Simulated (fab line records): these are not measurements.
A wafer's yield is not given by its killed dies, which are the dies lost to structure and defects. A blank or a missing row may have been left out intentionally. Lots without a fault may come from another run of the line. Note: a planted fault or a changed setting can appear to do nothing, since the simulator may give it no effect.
fab line records | flow nand_harc
record: lots: 6 | wafers: 18 | last_day: 34
route steps=1302 shown P_ZERO_WELL@60 P_STI@69 END@1302
lots with no fault: from the same line, run without faults
start_h: the number of hours between the record's first day and the start of the first shown wafer of the lot | wait_h: time in hours since the lot's previous step | " as in the row above | L1.1+2: several wafers, shown together as one row | - no value, or no start given | * or withheld: withheld | < > ~ a bound
route shown NAME@n: names a module that has steps shown in the file, with the first one's number in the route | usual: mean and standard deviation over wafers with no fault | same: alike in all rows | chamber/n: place in a boat | sites: the reading at each site | _std_site: their standard deviation | _edge_site: the outer-site mean with the inner-site mean subtracted | radius_mm: how far each site lies from the wafer's centre | mask NAME#n: copy n | behind: the tool/chamber that last shaped the wafer | hold: reason for holding the lot/hours on hold/outcome of the hold | device: the transistor (n, p or np) that didn't switch | end of line: tests of these same wafers at the route's end | a step without rows: its recipe alone | killed: dies that structure and defects cost at the first sort, which is not the same as the wafer's yield | map: shows each die of a wafer: x if killed, . if not, _ if none is there
set.NAME: the setting that was run; set.NAME@STEP: the one run at that earlier step | model.NAME: the simulator's own value behind a step, which no gauge read
lots seen at some steps along the route; tables by step, rows by wafer
services: a tool's chamber out of use, with start hour (start_h, from the record's first day; less than 0 if before it), hours out, and reason
== steps ==
step: NHARC_P_ZERO_WELL_HARDBAKE_53
recipe: temp_c: 125 | time_s: 80
step: NHARC_P_ZERO_WELL_DESCUM_54
recipe: time_s: 3 | o2_flow_sccm: 200 | ar_flow_sccm: 0 | bias_power_w: 0 | chemistry: O2
usual: drypump_motor_current_A: 6.0/0.38 | oes_product_au: 1.002/0.0073 | rf_vpp_V: 57.6/0.82 | showerhead_plenum_p_Torr: 1.87/0.086 | throttle_valve_pct: 11.311/0.0095
lot.wafer | tool        | chamber | start_h | wait_h | drypump_motor_current_A | oes_product_au | rf_hours_counter_h | rf_vpp_V | showerhead_plenum_p_Torr | throttle_valve_pct
L504.3    | rie_diel-06 | 1       | 85.83   | -      | 6.4                     | 0.992          | 31                 | 56.7     | 1.79                     | 11.307
L504.6    | "           | 2       | "       | "      | 6.4                     | 0.992          | -                  | 57.9     | 1.99                     | 11.317
L504.5    | "           | 3       | "       | "      | 6.5                     | 0.999          | -                  | 59.2     | 2.06                     | 11.311
L506.1    | rie_diel-01 | 0       | 105.89  | -      | 5.6                     | 1.005          | 20                 | 56.5     | 1.87                     | 11.301
L506.4    | "           | 1       | "       | "      | 5.4                     | 1.004          | 24                 | 57.9     | 1.90                     | 11.315
L506.3    | "           | 2       | "       | "      | 6.1                     | 1.009          | 20                 | 58.1     | 1.80                     | 11.318
L508.1    | rie_diel-01 | 0       | 126.05  | -      | 5.7                     | 1.017          | 27                 | 57.4     | 1.87                     | 11.313
L508.3    | "           | 1       | "       | "      | 5.3                     | 0.997          | 31                 | 56.9     | 1.89                     | 11.303
L508.5    | "           | 0       | "       | "      | 5.6                     | 1.005          | -                  | 57.8     | 1.87                     | 11.306
L510.4    | rie_diel-06 | 2       | 146.07  | -      | 6.5                     | 0.997          | 3                  | 57.7     | 1.98                     | 11.313
L510.1    | "           | 3       | "       | "      | 6.5                     | 0.993          | 3                  | 58.9     | 2.06                     | 11.300
L510.6    | "           | 0       | "       | "      | 6.0                     | 1.006          | -                  | 57.4     | 1.92                     | 11.299
L511.1    | rie_diel-01 | 2       | 156.11  | -      | 6.1                     | 1.008          | 36                 | 58.6     | 1.79                     | 11.308
L511.6    | "           | 1       | "       | "      | 5.4                     | 1.009          | -                  | 59.9     | 1.89                     | 11.315
L511.5    | "           | 2       | "       | "      | 6.1                     | 1.001          | -                  | 57.9     | 1.79                     | 11.317
L521.3    | rie_diel-01 | 1       | 256.28  | -      | 5.4                     | 1.004          | 17                 | 57.2     | 1.88                     | 11.296
L521.2    | "           | 0       | "       | "      | 5.7                     | 0.994          | 18                 | 58.1     | 1.86                     | 11.301
L521.6    | "           | 2       | "       | "      | 6.1                     | 0.999          | -                  | 56.3     | 1.78                     | 11.310
step: NHARC_P_ZERO_WELL_IMPLANT_55
recipe: energy_kev: 180 | dose_cm2: 8e+11 | tilt_deg: 7
step: NHARC_P_ZERO_WELL_IMPLANT_61
recipe: energy_kev: 30 | dose_cm2: 5e+11 | tilt_deg: 7
step: NHARC_P_ZERO_WELL_STRIP_56
recipe: time_s: 840 | temp_c: 130 | chemistry: SPM
step: NHARC_P_ZERO_WELL_PRECLEAN_68
recipe: time_s: 60 | temp_c: 50 | bath_age_min: 0 | chemistry: SC1
step: NHARC_P_ZERO_WELL_SRD_69
step: NHARC_P_ZERO_WELL_RTA_42
recipe: temp_c: 1100 | time_s: 300
usual: lamp_power_pct: 38.0/1.8 | lamp_zone_2_pct: 38.0/1.8 | wafer_temp_C_max: 1104.4/1.2
lot.wafer | tool          | chamber | start_h | wait_h | lamp_power_pct | lamp_zone_2_pct | wafer_temp_C_max
L504.3    | rtp_anneal-02 | 0       | 87.03   | -      | 36.2           | 36.2            | 1103.2
L504.5    | "             | 0       | "       | "      | 36.3           | 36.3            | 1102.2
L504.6    | "             | 0       | "       | "      | 36.3           | 36.2            | 1103.7
L506.1    | rtp_anneal-01 | 0       | 106.87  | -      | 39.9           | 39.9            | 1105.6
L506.3    | "             | 0       | "       | "      | 39.7           | 39.8            | 1104.1
L506.4    | "             | 0       | "       | "      | 39.8           | 39.9            | 1106.1
L508.1    | rtp_anneal-02 | 0       | 127.02  | -      | 36.3           | 36.3            | 1103.4
L508.3    | "             | 0       | "       | "      | 36.3           | 36.2            | 1104.2
L508.5    | "             | 0       | "       | "      | 36.2           | 36.3            | 1102.8
L510.1    | rtp_anneal-01 | 0       | 147.02  | -      | 39.7           | 39.8            | 1104.3
L510.4    | "             | 0       | "       | "      | 39.9           | 39.9            | 1106.0
L510.6    | "             | 0       | "       | "      | 39.9           | 39.8            | 1104.3
L511.1    | rtp_anneal-01 | 0       | 157.08  | -      | 39.8           | 39.8            | 1105.9
L511.5    | "             | 0       | "       | "      | 39.8           | 39.8            | 1103.5
L511.6    | "             | 0       | "       | "      | 39.8           | 39.8            | 1105.8
L521.2    | rtp_anneal-02 | 0       | 257.46  | -      | 36.3           | 36.3            | 1104.3
L521.3    | "             | 0       | "       | "      | 36.2           | 36.2            | 1104.0
L521.6    | "             | 0       | "       | "      | 36.3           | 36.3            | 1104.5
step: NHARC_P_ZERO_WELL_INSPECT_43
usual: raw_defect_count: 13/6
lot.wafer | tool              | chamber | start_h | wait_h | raw_defect_count
L504.3    | defect_inspect-02 | -       | 87.50   | 0.4    | 16
L504.5    | "                 | -       | "       | "      | 15
L504.6    | "                 | -       | "       | "      | 5
L506.1    | defect_inspect-02 | -       | 107.55  | 0.6    | 21
L506.3    | "                 | -       | "       | "      | 5
L506.4    | "                 | -       | "       | "      | 10
L508.1    | defect_inspect-02 | -       | 127.69  | 0.6    | 13
L508.3    | "                 | -       | "       | "      | 14
L508.5    | "                 | -       | "       | "      | 9
L510.1    | defect_inspect-01 | -       | 147.72  | 0.6    | 7
L510.4    | "                 | -       | "       | "      | 5
L510.6    | "                 | -       | "       | "      | 14
L511.1    | defect_inspect-01 | -       | 157.76  | 0.6    | 23
L511.5    | "                 | -       | "       | "      | 30
L511.6    | "                 | -       | "       | "      | 36
L521.2    | defect_inspect-01 | -       | 258.03  | 0.5    | 12
L521.3    | "                 | -       | "       | "      | 14
L521.6    | "                 | -       | "       | "      | 13
step: NHARC_P_STI_ETCH_26
recipe: target_depth_a: 110 | chemistry: dHF | material: SiO2
step: NHARC_P_STI_PRECLEAN_27
recipe: time_s: * | temp_c: 50 | bath_age_min: 0 | chemistry: SC1
step: NHARC_P_STI_SRD_28
step: NHARC_P_STI_OXIDE_29
recipe: target_thk_a: 100 | temp_c: 900 | ox_time_s: 1362 | material: SiO2
usual: spike_tc_lower_C: 900.1/1.3 | zone_power_top_pct: 33.9/0.84 | zone_power_upper_pct: 18.0/0.64
lot.wafer | tool       | chamber | start_h | wait_h | spike_tc_lower_C | zone_power_top_pct | zone_power_upper_pct
L504.3    | furnace-02 | 0       | 94.85   | -      | 898.6            | 34.3               | 18.9
L504.5    | "          | 0       | "       | "      | 897.1            | 34.7               | 18.9
L504.6    | "          | 0       | "       | "      | 898.1            | 34.3               | 19.1
L506.1    | furnace-07 | 0       | 111.60  | -      | 901.8            | 33.8               | 17.4
L506.3    | "          | 0       | "       | "      | 899.8            | 33.7               | 17.7
L506.4    | "          | 0       | "       | "      | 900.4            | 33.7               | 17.3
L508.1    | furnace-01 | 0       | 132.24  | -      | 900.7            | 33.4               | 18.0
L508.3    | "          | 0       | "       | "      | 901.3            | 32.9               | 17.8
L508.5    | "          | 0       | "       | "      | 901.1            | 32.7               | 17.4
L510.1    | furnace-07 | 0       | 153.19  | -      | 900.9            | 34.3               | 17.5
L510.4    | "          | 0       | "       | "      | 901.9            | 33.9               | 18.0
L510.6    | "          | 0       | "       | "      | 898.6            | 34.3               | 17.6
L511.1    | furnace-07 | 0       | 161.23  | -      | 901.5            | 34.2               | 17.3
L511.5    | "          | 0       | "       | "      | 901.7            | 34.4               | 17.6
L511.6    | "          | 0       | "       | "      | 900.9            | 34.2               | 17.3
L521.2    | furnace-07 | 0       | 262.26  | -      | 900.2            | 33.7               | 17.4
L521.3    | "          | 0       | "       | "      | 901.0            | 33.6               | 17.6
L521.6    | "          | 0       | "       | "      | 901.9            | 34.4               | 17.6
step: NHARC_P_STI_HM_DEP_30
recipe: target_thk_a: 800 | temp_c: 790 | pressure_mtorr: 300 | time_s: 873 | material: Si3N4
step: NHARC_P_STI_DEHYDRATE_01
recipe: temp_c: 150 | time_s: 120
step: NHARC_P_STI_HMDS_02
recipe: time_s: 30
step: NHARC_P_STI_COAT_41
recipe: temp_c: 200 | time_s: 65
step: NHARC_P_STI_COAT_03
recipe: spin_rpm: 2000 | resist_thk_nm: 600
step: NHARC_P_STI_SOFTBAKE_04
recipe: temp_c: 125 | time_s: 70
step: NHARC_P_STI_EBR_05
step: NHARC_P_STI_EXPOSE_06
recipe: na: 0.55 | target_cd_nm: 200 | dose_mj: 37.69 | mask_id: P_STI
step: NHARC_P_STI_PEB_07
recipe: peb_temp_c: 128 | peb_time_s: 80
step: NHARC_P_STI_DEVELOP_08
recipe: time_s: 50 | dev_temp_c: 22
step: NHARC_P_STI_CD_MEAS_09
recipe: target_cd_nm: 200 | landing_energy_ev: 500
usual: cd_nm: 199.6/2
lot.wafer | tool      | chamber | start_h | wait_h | cd_nm
L504.3    | cd_sem-01 | 0       | 106.11  | -      | 200.0
L504.5    | "         | 0       | "       | "      | 200.4
L504.6    | "         | 0       | "       | "      | 200.9
L506.1    | cd_sem-01 | 0       | 122.75  | -      | 199.7
L506.3    | "         | 0       | "       | "      | 198.0
L506.4    | "         | 0       | "       | "      | 198.7
L508.1    | cd_sem-02 | 0       | 143.36  | -      | 202.3
L508.3    | "         | 0       | "       | "      | 202.6
L508.5    | "         | 0       | "       | "      | 204.9
L510.1    | cd_sem-01 | 0       | 164.49  | -      | 198.4
L510.4    | "         | 0       | "       | "      | 197.0
L510.6    | "         | 0       | "       | "      | 196.4
L511.1    | cd_sem-03 | 0       | 172.42  | -      | 200.9
L511.5    | "         | 0       | "       | "      | 201.3
L511.6    | "         | 0       | "       | "      | 200.3
L521.2    | cd_sem-03 | 0       | 273.46  | -      | 198.7
L521.3    | "         | 0       | "       | "      | 200.6
L521.6    | "         | 0       | "       | "      | 199.4
step: NHARC_P_STI_OVL_MEAS_10
usual: overlay_x_nm: 0/5.4 | overlay_y_nm: -2/4.7
lot.wafer | tool       | chamber | start_h | wait_h | overlay_x_nm | overlay_y_nm
L504.3    | overlay-01 | -       | 106.19  | -      | 12           | 1
L504.5    | "          | -       | "       | "      | 11           | 1
L504.6    | "          | -       | "       | "      | 12           | 2
L506.1    | overlay-01 | -       | 122.84  | -      | 8            | -1
L506.3    | "          | -       | "       | "      | 7            | 0
L506.4    | "          | -       | "       | "      | 8            | -1
L508.1    | overlay-02 | -       | 143.44  | -      | -1           | -1
L508.3    | "          | -       | "       | "      | -1           | -1
L508.5    | "          | -       | "       | "      | -2           | -1
L510.1    | overlay-01 | -       | 164.58  | -      | 2            | 5
L510.4    | "          | -       | "       | "      | 3            | 5
L510.6    | "          | -       | "       | "      | 2            | 5
L511.1    | overlay-01 | -       | 172.51  | -      | -8           | -7
L511.5    | "          | -       | "       | "      | -9           | -7
L511.6    | "          | -       | "       | "      | -9           | -7
L521.2    | overlay-01 | -       | 273.55  | -      | 0            | -3
L521.3    | "          | -       | "       | "      | 0            | -4
L521.6    | "          | -       | "       | "      | 0            | -4
step: NHARC_P_STI_INSPECT_11
usual: raw_defect_count: 5.5/2.7
lot.wafer | tool              | chamber | start_h | wait_h | raw_defect_count
L504.3    | defect_inspect-01 | -       | 106.23  | 0.0    | 6
L504.5    | "                 | -       | "       | "      | 8
L504.6    | "                 | -       | "       | "      | 7
L506.1    | defect_inspect-02 | -       | 122.88  | 0.0    | 7
L506.3    | "                 | -       | "       | "      | 6
L506.4    | "                 | -       | "       | "      | 8
L508.1    | defect_inspect-02 | -       | 143.48  | 0.0    | 4
L508.3    | "                 | -       | "       | "      | 6
L508.5    | "                 | -       | "       | "      | 4
L510.1    | defect_inspect-02 | -       | 164.61  | 0.0    | 764
L510.4    | "                 | -       | "       | "      | 735
L510.6    | "                 | -       | "       | "      | 750
L511.1    | defect_inspect-02 | -       | 172.55  | 0.0    | 762
L511.5    | "                 | -       | "       | "      | 762
L511.6    | "                 | -       | "       | "      | 742
L521.2    | defect_inspect-01 | -       | 273.58  | 0.0    | 5
L521.3    | "                 | -       | "       | "      | 8
L521.6    | "                 | -       | "       | "      | 6
step: NHARC_P_STI_HARDBAKE_13
recipe: temp_c: 118 | time_s: 65
step: NHARC_END_SORT_01
recipe: temp_c: 25
usual: killed_at_array: 52/17 | killed_at_other: 0.8/1.1 | killed_at_periphery: 3.2/2.2 | killed_dies: 57/17 | killed_open: 3.4/1.8 | killed_short: 2.4/1.6
same: gross_dies: 677
lot.wafer | tool      | chamber | start_h | wait_h | killed_at_array | killed_at_other | killed_at_periphery | killed_dies | killed_open | killed_short
L511.1    | prober-01 | 0       | 687.91  | 2.5    | 31              | 0               | 424                 | 455         | 0           | 1
L511.5    | prober-01 | 0       | 691.08  | 3.7    | 38              | 0               | 408                 | 446         | 1           | 0
L511.6    | prober-01 | 0       | 691.87  | 4.0    | 33              | 0               | 414                 | 447         | 3           | 3
L510.1    | prober-02 | 0       | 687.94  | 2.5    | 41              | 1               | 433                 | 475         | 2           | 0
L510.4    | prober-02 | 0       | 690.37  | 3.4    | 40              | 1               | 436                 | 477         | 1           | 2
L510.6    | prober-02 | 0       | 691.99  | 4.0    | 44              | 1               | 428                 | 473         | 1           | 2
killed by level:class
L511.1 P_STI:unspecified=424 A_CHANNEL_HOLE_D1:chamber_film_flake=20 A_STAIRCASE:chamber_film_flake=5 A_WL_FILL:chamber_film_flake=2 A_WL_FILL:geometric_particle:short=1 A_CONTACT:chamber_film_flake=1 A_SGD_CUT:chamber_film_flake=1 A_BLC:chamber_film_flake=1
L510.1 P_STI:unspecified=431 A_SLIT:chamber_film_flake=23 A_CHANNEL_HOLE_D2:chamber_film_flake=7 A_CHANNEL_HOLE_D1:chamber_film_flake=5 A_BLC:chamber_film_flake=3 A_STAIRCASE:chamber_film_flake=2 P_GATE:geometric_particle:open=1 A_CHANNEL_FILL_D2:geometric_particle:open=1
L510.4 P_STI:unspecified=433 A_SLIT:chamber_film_flake=19 A_CHANNEL_HOLE_D1:chamber_film_flake=9 A_STAIRCASE:chamber_film_flake=3 A_CHANNEL_HOLE_D2:chamber_film_flake=2 A_CONTACT:chamber_film_flake=2 A_SGD_CUT:chamber_film_flake=2 P_STI:geometric_particle:short=1
L511.5 P_STI:unspecified=408 A_CHANNEL_HOLE_D1:chamber_film_flake=26 A_STAIRCASE:chamber_film_flake=5 A_SLIT:chamber_film_flake=2 A_M0:geometric_particle:open=1 A_CONTACT:chamber_film_flake=1 A_WL_FILL:chamber_film_flake=1 A_DECK1_JOINT:chamber_film_flake=1
L511.6 P_STI:unspecified=409 A_CHANNEL_HOLE_D1:chamber_film_flake=15 A_SLIT:chamber_film_flake=3 A_CONTACT:chamber_film_flake=3 A_BLC:chamber_film_flake=2 A_WL_FILL:chamber_film_flake=2 P_CONTACT:geometric_particle:open=1 P_BONDPAD:geometric_particle:short=1
L510.6 P_STI:unspecified=423 A_SLIT:chamber_film_flake=23 A_CHANNEL_HOLE_D1:chamber_film_flake=8 A_CHANNEL_HOLE_D2:chamber_film_flake=7 A_STAIRCASE:chamber_film_flake=3 P_GATE:chamber_film_flake=2 P_M0:geometric_particle:short=1 P_M0:geometric_particle:open=1
map L510.4 (x killed, . not)
____________x____________
_________x.xx.xx_________
_______xxxxx..xx.x_______
______xx.xxxxx.xxx.______
_____x.xxxxx.x...xxx_____
____xx.xx.xxxxxxxxxx.____
____x...xx..xxxx..xx.____
___xxx..x.x.xxx.xxxx..___
___x..x.xxxx..xx.x.xxx___
__xx...xxx.xx.xx.x.xx.x__
__..xxx.xxxxx.xx.xx.x.x__
_x.xxx.xxxxxxxxxxxx.xxx._
_...xxxxxx.xxxxxx.x..xxx_
_.xx.xx..xxxxxx.xxxxx.x._
_x....xx.xxxxxxxxxx.xxxx_
_xxxxxx.xxxxxxx.xx.x.x.x_
xxxxxxxxxx.xxxxx.xxxxxxx.
xxx.....xxxx.xxxxxx.xxxx.
.xx.xx.xxxx.xxx.xxxx.xxxx
x.xxx.xxx.x.xxxx.xxx.x.x.
...xxx.xx.....xxxxxxxxxx.
_.xxxx..xxxxxxxx.x...xx._
_xx.xxxxxxxx.x.x.x.xxxx._
_xxxxx.xxx..xxxx.x.x.xxx_
_xxx.xx..x.xxxxxx..x.x.x_
_xxxxx..x.xxxxxx.xxxxxxx_
__.xxxx..xxxxxx..xx.x.x__
__.xxxx..xxxxx.xx..xxxx__
___..x..x...xxxx...xxx___
___.x.xx.xxxxxxx.xxx..___
____.x.xxxxxx...x.x..____
____xx.x..xxxxx.xxx..____
_____xx.xxxxxxx.xxxx_____
______x.xxxxx..xxxx______
_______xxxxxxx.xx._______
_________xxxxxxx_________
____________.____________
map L511.1 (x killed, . not)
____________x____________
_________x.xxx.x_________
_______xxxxxx...xx_______
______xx.xx.x.x.xxx______
_____.xxx...xx.xxxxx_____
____xx.x.xxx.xxxxxxxx____
____.x.x.xx.xx.xxxxxx____
___x..x..x.xxxxxxxxxxx___
___xxxx.x....xxx.xxxxx___
__.xx.xx...x.xxxxxxx.x.__
__.xxxxxxx.xxxx..x.xxxx__
_.xxxxxx.x..x..x....x..x_
_..xxxx..xxxxxx.x.x.x..x_
_xxx.x.xx..xxxxxxx.xx.xx_
_x..xxxx.x.xx.xxx...xx.x_
_..xxx..x.xxxxx.xx.....x_
xxx.xxx.xxxxxxxxx..xxxxxx
xx.x...xxxx.x.xxx.xxx..xx
xx..x.x..x..xxxxx.xx.xxx.
..xxxxx.xxxxxxxxxxxx...xx
xxxxxx...xxxx.xxxxx.xxxx.
_xxxx.x.xx.xx.xxxx..xxx._
_xxx.x.xx.x.xxxxxxxx.xxx_
_x.xxxxx..xxxx.x...xxxxx_
_xxxxxxx..xx.x.xxx.xx.xx_
_x.xxxxxxx.xx.....xx.x.._
__.xxxx.x.xxxx.xxxxxxxx__
__xx.x.xxx.xx..xxxxx..x__
___x..xx.xxx.xxxx.xxx.___
___xx..xxxxx..xxx.x...___
____xx.x..xxxxxxx.xx.____
____xxx.xxxxxxxx.....____
_____xxx.x....x.xx.._____
______x.xx.xx.xxx.x______
_______x..x...xx.x_______
_________xxx...._________
____________.____________
== services ==
tool        | chamber | start_h | hours | kind
rie_diel-06 | 0       | 83.36   | 2.7   | repair
rie_diel-01 | 0       | 84.89   | -     | clean
rie_diel-01 | 1       | 84.89   | -     | clean
rie_diel-01 | 2       | 84.89   | -     | clean
rie_diel-01 | 3       | 84.89   | -     | clean
rie_diel-01 | 0       | 110.46  | -     | clean
rie_diel-01 | 1       | 110.46  | -     | clean
rie_diel-01 | 2       | 110.46  | -     | clean
rie_diel-01 | 3       | 110.46  | -     | clean
rie_diel-01 | 1       | 129.90  | 6.6   | repair
rie_diel-06 | -       | 130.21  | 9.0   | pm
rie_diel-01 | 0       | 134.96  | -     | clean
rie_diel-01 | 2       | 134.96  | -     | clean
rie_diel-01 | 3       | 134.96  | -     | clean
rie_diel-01 | 0       | 159.55  | -     | clean
rie_diel-01 | 1       | 159.55  | -     | clean
rie_diel-01 | 2       | 159.55  | -     | clean
rie_diel-01 | 3       | 159.55  | -     | clean
rie_diel-01 | 0       | 184.07  | -     | clean
rie_diel-01 | 1       | 184.07  | -     | clean
rie_diel-01 | 2       | 184.07  | -     | clean
rie_diel-01 | -       | 203.83  | 9.0   | pm
furnace-01  | -       | 206.00  | 26.0  | pm
furnace-02  | -       | 240.34  | 6.1   | repair
== key ==
first_sign: step: NHARC_P_STI_INSPECT_11 | reading: raw_defect_count | direction: up | sigmas: 99+ | usual: 5.5 | struck: 752.5
effect: step: NHARC_END_SORT_01 | reading: killed_at_periphery | direction: up | sigmas: 99+ | usual: 3.2 | struck: 423.8
more_kills_born_at: NHARC_P_STI_OXIDE_29@furnace-07: 2528
met_at NHARC_P_STI_OXIDE_29
struck_wafers L510.1,L510.4,L510.6,L511.1,L511.5,L511.6
tester_left_out L510,L511
onset_between 111.60 153.19
also_fits NHARC_P_ZERO_WELL_RTA_42:rtp_anneal-01
fault: kind: chamber_particle_source | tool: furnace-07 | chamber: - | onset_h: 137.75 | steps: NHARC_P_STI_OXIDE_29 | rate_per_visit_cm2: 1.1548 | end_h: 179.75
tester_left_out: of these lots the tester's yield and bins aren't shown, on N5 and GAA mostly nor the transistor test; their killed dies are dies lost to structure and defects alone, not to doping, threshold or leakage, so they don't give the yield
